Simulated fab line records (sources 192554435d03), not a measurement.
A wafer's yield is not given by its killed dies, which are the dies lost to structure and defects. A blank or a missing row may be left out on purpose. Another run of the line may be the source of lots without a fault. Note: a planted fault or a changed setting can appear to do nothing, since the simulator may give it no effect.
Which tool was responsible? | flow n5_finfet | Sampling: 11 lots, 29 wafers, 4 of 1938 route steps

WHAT THE GAUGES SHOWED, per wafer
N5_BEOL_M4_RC_MEAS_101.
lot  | measured     | on        | DIBL_N (mV/V)  | DIBL_P (mV/V)  | IOFF_N (nA/um)    | IOFF_P (nA/um) | ION_N (uA/um) | ION_P (uA/um) | SS_N (mV/dec)  | SS_P (mV/dec)  | VT_N (mV)   | VT_P (mV)
L978 | day 7 20:53  | prober-01 | 40.7 39.1      | 40.5 38.7      | 0.246 0.186       | 0.30 0.25      | 688 671       | 472 466       | 71.9 72.2      | 73.7 74.2      | 243 247     | -246 -248
L979 | day 8 00:02  | prober-02 | 35.3 36.1 36.5 | 35.1 35.6 36.0 | 0.145 0.159 0.167 | 0.20 0.21 0.22 | 682 679 675   | 464 471 462   | 70.8 70.7 70.7 | 72.4 72.5 72.9 | 250 248 249 | -248 -247 -251
L983 | day 9 10:43  | prober-02 | 37.8 38.3 40.5 | 37.0 36.7 40.7 | 0.155 0.152 0.222 | 0.22 0.22 0.30 | 679 662 699   | 473 469 477   | 71.5 71.8 72.4 | 73.6 73.4 74.5 | 251 253 246 | -249 -248 -244
L984 | day 9 12:29  | prober-01 | 37.1 37.2 36.6 | 36.7 35.5 35.7 | 0.159 0.166 0.150 | 0.21 0.20 0.19 | 679 671 683   | 467 459 461   | 72.0 72.2 71.2 | 73.0 72.8 72.2 | 250 247 249 | -252 -250 -250
L985 | day 9 17:41  | prober-01 | 37.7 35.0 34.8 | 40.4 36.8 36.5 | 0.219 0.160 0.154 | 0.27 0.20 0.20 | 702 675 683   | 478 459 464   | 71.6 71.2 70.9 | 74.7 72.7 73.0 | 243 250 248 | -248 -252 -249
L991 | day 11 02:11 | prober-01 | 37.0 36.2 37.1 | 36.9 37.5 37.5 | 0.165 0.169 0.171 | 0.19 0.20 0.20 | 680 685 691   | 460 469 471   | 72.2 71.6 72.1 | 73.3 73.2 74.1 | 249 251 249 | -254 -252 -256
L992 | day 11 05:39 | prober-01 | 37.1 36.4 37.3 | 37.1 36.7 37.1 | 0.172 0.171 0.188 | 0.22 0.21 0.21 | 685 678 676   | 467 462 463   | 71.9 72.1 71.7 | 73.7 73.8 73.6 | 251 249 249 | -254 -251 -252
L996 | day 12 16:46 | prober-01 | 36.1 34.9      | 36.7 35.5      | 0.142 0.133       | 0.19 0.18      | 666 673       | 457 463       | 71.4 71.2      | 73.5 72.8      | 254 252     | -251 -251
L999 | day 13 12:34 | prober-02 | 34.3 34.5      | 34.8 34.4      | 0.135 0.128       | 0.20 0.18      | 665 665       | 463 462       | 71.1 70.9      | 73.0 73.1      | 251 253     | -249 -252
L100 | day 13 18:03 | prober-01 | 36.7 35.5      | 35.4 34.4      | 0.172 0.151       | 0.21 0.20      | 682 684       | 463 465       | 71.5 71.0      | 73.3 73.7      | 247 246     | -250 -248
L101 | day 13 21:29 | prober-02 | 36.5 35.6 36.0 | 36.4 35.2 35.8 | 0.155 0.144 0.139 | 0.19 0.16 0.17 | 671 678 670   | 453 456 452   | 72.0 71.4 71.6 | 73.5 73.4 73.5 | 250 251 249 | -254 -257 -253

N5_BEOL_M14_INSPECT_12: inspects for defects (macro).
lot  | measured     | on                | raw_defect_count
L978 | day 11 15:49 | defect_inspect-02 | 2 2
L979 | day 11 03:11 | defect_inspect-02 | 5 2 1
L983 | day 12 14:37 | defect_inspect-01 | 2 3 1
L984 | day 12 10:23 | defect_inspect-01 | 3 2 4
L985 | day 12 18:03 | defect_inspect-01 | 3 1 1
L991 | day 14 09:09 | defect_inspect-01 | 1 4 0
L992 | day 14 15:19 | defect_inspect-01 | 4 3 1
L996 | day 16 05:08 | defect_inspect-02 | 0 0
L999 | day 16 19:59 | defect_inspect-02 | 1 1
L100 | day 17 01:44 | defect_inspect-01 | 1 1
L101 | day 17 04:52 | defect_inspect-01 | 2 2 1

N5_BEOL_M14_OCD_MEAS_35.
lot  | measured     | on     | trench_depth_nm (nm)
L978 | day 11 17:37 | ocd-02 | 574 551
L979 | day 11 04:41 | ocd-01 | 563 565 560
L983 | day 12 16:30 | ocd-02 | 1 0 0
L984 | day 12 12:10 | ocd-01 | 0 0 0
L985 | day 12 19:40 | ocd-02 | 0 0 0
L991 | day 14 10:39 | ocd-02 | 552 555 559
L992 | day 14 16:48 | ocd-01 | 558 599 544
L996 | day 16 06:46 | ocd-02 | 547 591
L999 | day 16 21:37 | ocd-02 | 567 564
L100 | day 17 03:39 | ocd-01 | 550 550
L101 | day 17 06:40 | ocd-01 | 559 549 550

TOOL THAT RAN EACH LOT (tool first, then ch and the chambers of the sampled wafers, then the start)
lot  | N5_BEOL_M14_TRENCH_ETCH_34
L978 | rie_diel-06 ch 0,2, day 11 17:28
L979 | rie_diel-02 ch 0,1,3, day 11 04:31
L983 | rie_diel-02 ch 0,3, day 12 16:20
L984 | rie_diel-02 ch 0,1,2, day 12 12:01
L985 | rie_diel-02 ch 1,2, day 12 19:31
L991 | rie_diel-02 ch 0,1,3, day 14 10:29
L992 | rie_diel-06 ch 0,1,3, day 14 16:39
L996 | rie_diel-06 ch 0,3, day 16 06:36
L999 | rie_diel-02 ch 1, day 16 21:28
L100 | rie_diel-02 ch 0,3, day 17 03:29
L101 | rie_diel-06 ch 0,1, day 17 06:31
- N5_BEOL_M14_TRENCH_ETCH_34: etches SiO2 in C4F8/O2/Ar, target depth 556.65 nm, time 126.9 s.

AS READ BY THE TOOLS THEMSELVES (means over the sampled wafers that have a number; for cases with no such wafer, the mark the record gives instead)
N5_BEOL_M14_TRENCH_ETCH_34.
lot  | tool        | C4F8_flow_sccm (sccm) | O2_flow_sccm (sccm) | drypump_motor_current_A (A) | oes_product_au (a.u.) | rf_vpp_V (V) | showerhead_plenum_p_Torr (Torr) | throttle_valve_pct (%)
L978 | rie_diel-06 | 15.96                 | 11.98               | 5.7                         | 0.82                  | 2246         | 3.54                            | 30.4
L979 | rie_diel-02 | 16.00                 | 12.00               | 5.7                         | 0.87                  | 2222         | 3.45                            | 30.8
L983 | rie_diel-02 | -                     | -                   | -                           | -                     | -            | -                               | -
L984 | rie_diel-02 | -                     | -                   | -                           | -                     | -            | -                               | -
L985 | rie_diel-02 | -                     | -                   | -                           | -                     | -            | -                               | -
L991 | rie_diel-02 | 16.04                 | 12.00               | 5.7                         | 0.82                  | 2221         | 3.44                            | 30.9
L992 | rie_diel-06 | 15.98                 | 11.98               | 6.0                         | 0.78                  | 2238         | 3.49                            | 30.7
L996 | rie_diel-06 | 16.10                 | 12.00               | 6.0                         | 0.79                  | 2250         | 3.58                            | 30.6
L999 | rie_diel-02 | 16.02                 | 11.93               | 5.7                         | 0.87                  | 2261         | 3.49                            | 30.5
L100 | rie_diel-02 | 16.01                 | 12.03               | 5.7                         | 0.78                  | 2201         | 3.40                            | 31.0
L101 | rie_diel-06 | 15.97                 | 11.99               | 6.1                         | 0.75                  | 2250         | 3.47                            | 30.6

THE ANSWER, worked out from the rows above alone
Rule: what is usual is taken from the lots themselves. Put in order of their means at a reading, lots are off if they are a third of the lots or fewer, leave a main group of 4 or more, and stand apart from it by a gap of 3 or more times the standard deviation of the main group's means; of several such gaps the widest counts. Not used: any main group whose means are identical at the precision the tables above print for the reading. A lot without any number at a reading at which 4 lots or more have one is off too. Where the step has rows for the other lots, those lots are counted as sound. First the gauges in route order, then the tools' own readings, where a lot's mean is used as printed above. At the first step where some lot is off, the reading lying furthest off is the one used; lots without a number count as furthest.
Off at N5_BEOL_M14_OCD_MEAS_35 (trench_depth_nm): L983, L984, L985. Mean 561 nm and standard deviation 6.6 in the main group.
If a tool, at a process step before that reading, ran all the lots that are off and no sound lot after the first of them, it fits. Not tried: the gauges at N5_BEOL_M14_OCD_MEAS_35; whatever is off there is also off at N5_BEOL_M14_TRENCH_ETCH_34, on other tools, and gauge error can't account for it. None of those tried fits.

WHAT THE SIMULATOR HAD INSERTED
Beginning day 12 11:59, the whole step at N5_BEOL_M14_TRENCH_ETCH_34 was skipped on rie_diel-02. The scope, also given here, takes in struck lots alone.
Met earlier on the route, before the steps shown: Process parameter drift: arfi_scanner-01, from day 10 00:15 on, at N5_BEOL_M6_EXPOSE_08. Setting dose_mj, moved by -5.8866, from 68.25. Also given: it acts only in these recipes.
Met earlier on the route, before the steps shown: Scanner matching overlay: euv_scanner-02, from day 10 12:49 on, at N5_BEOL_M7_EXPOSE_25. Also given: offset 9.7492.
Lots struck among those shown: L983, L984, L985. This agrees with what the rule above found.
